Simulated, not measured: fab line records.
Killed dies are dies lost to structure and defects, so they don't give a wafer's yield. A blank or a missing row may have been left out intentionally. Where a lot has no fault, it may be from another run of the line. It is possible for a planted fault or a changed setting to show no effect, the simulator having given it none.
Split-lot trial | flow n5Finfet | 21 wafers read across 7 lots, on a route 1938 steps long

== THE SPLIT ITSELF ==
At N5_BEOL_M13_DEP_53 (deposits SiCN from 3MS/NH3, target thk 50 nm, time 17.8 s), the setting timeS was moved away from the recipe's 17.8 s on 5 of the 21 wafers read, by -11.6% to +9.3%. For the rest of the wafers, this setting stayed at what the recipe calls for.

The split's own step is where the reading is taken.

== THE READING ==
SiCN_of_BEOL_M13_DEP_53.thkNm (the simulator's own value, which no gauge read), in nm, at N5_BEOL_M13_DEP_53 (deposits SiCN from 3MS/NH3, target thk 50 nm, time 17.8 s). The file gives no usual value for it. Average 50.0 nm, standard deviation 0.66 nm, over the 16 wafers here run with the recipe.

wafer  | tool, chamber at the split | timeS as run, s | against the recipe | SiCN_of_BEOL_M13_DEP_53.thkNm, nm | against lot-mates on the recipe
L074.3 | pecvd-04, 2                | 17.8            | recipe             | 49.2                              | -
L074.5 | pecvd-04, 2                | 15.76           | -11.5%             | 44.4                              | -4.7
L074.6 | pecvd-04, 1                | 17.8            | recipe             | 49                                | -
L078.1 | pecvd-03, 0                | 17.8            | recipe             | 50.4                              | -
L078.2 | pecvd-03, 1                | 17.03           | -4.3%              | 47.4                              | -3.3
L078.4 | pecvd-03, 2                | 17.8            | recipe             | 51                                | -
L082.4 | pecvd-01, 2                | 17.8            | recipe             | 50.8                              | -
L082.5 | pecvd-01, 1                | 17.8            | recipe             | 50                                | -
L082.6 | pecvd-01, 0                | 17.8            | recipe             | 49.6                              | -
L084.1 | pecvd-04, 0                | 17.8            | recipe             | 48.8                              | -
L084.4 | pecvd-04, 2                | 17.8            | recipe             | 50.2                              | -
L084.6 | pecvd-04, 1                | 17.8            | recipe             | 49.8                              | -
L089.1 | pecvd-01, 0                | 17.8            | recipe             | 49.6                              | -
L089.4 | pecvd-01, 0                | 17.8            | recipe             | 49.6                              | -
L089.5 | pecvd-01, 2                | 17.8            | recipe             | 49.8                              | -
L092.2 | pecvd-04, 2                | 17.8            | recipe             | 50.2                              | -
L092.3 | pecvd-04, 2                | 15.73           | -11.6%             | 45.2                              | -5.0
L092.6 | pecvd-04, 0                | 15.73           | -11.6%             | 44.2                              | -6.0
L097.1 | pecvd-04, 2                | 17.8            | recipe             | 50                                | -
L097.3 | pecvd-04, 0                | 19.46           | +9.3%              | 53.8                              | +3.2
L097.6 | pecvd-04, 2                | 17.8            | recipe             | 51.2                              | -

THE FIT
A straight line over all 21 wafers: SiCN_of_BEOL_M13_DEP_53.thkNm changes by +0.455 nm for each +1% of timeS; r = +0.96; the points scatter about the line by 0.65 nm.
The same after taking each lot's own level away (the mean of its wafers on the recipe; 21 wafers): +0.437 nm for each +1%; r = +0.97; scatter 0.56 nm.
Per that fit: largest timeS move, reading shift of 5.1 nm.
The lots' own levels span 49.10 to 50.70 nm, that is 2.4 times the standard deviation above.
So the lot-to-lot level changes the slope little: the two slopes agree.
Check: with one of the wafers moved furthest among these (-11.6%) left out of the fit, the line predicts -5.3 nm for it against its lot-mates. It came out at -5 nm against them.

== OTHER SPLITS ON THESE WAFERS ==
Other splits were also applied to these wafers ahead of the reading. Each is held against what the fit with the lots' levels taken away leaves over:
other split on the same wafers  | wafers away from the commonest value | r with SiCN_of_BEOL_M13_DEP_53.thkNm (lot level and that fit taken away)
N5_BEOL_M9_CMP_52 downForcePsi  | 11                                   | -0.28
N5_BEOL_M11_PECVD_70 timeS      | 8                                    | -0.15
N5_BEOL_M11_VIA_ETCH_34 sourceW | 9                                    | +0.19
N5_BEOL_M13_ETCH_59 timeS       | 7                                    | -0.22

== FILE'S OWN FIT ==
SiCN_of_BEOL_M13_DEP_53.thkNm changes by +0.435 nm for each +1% of timeS, r = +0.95.
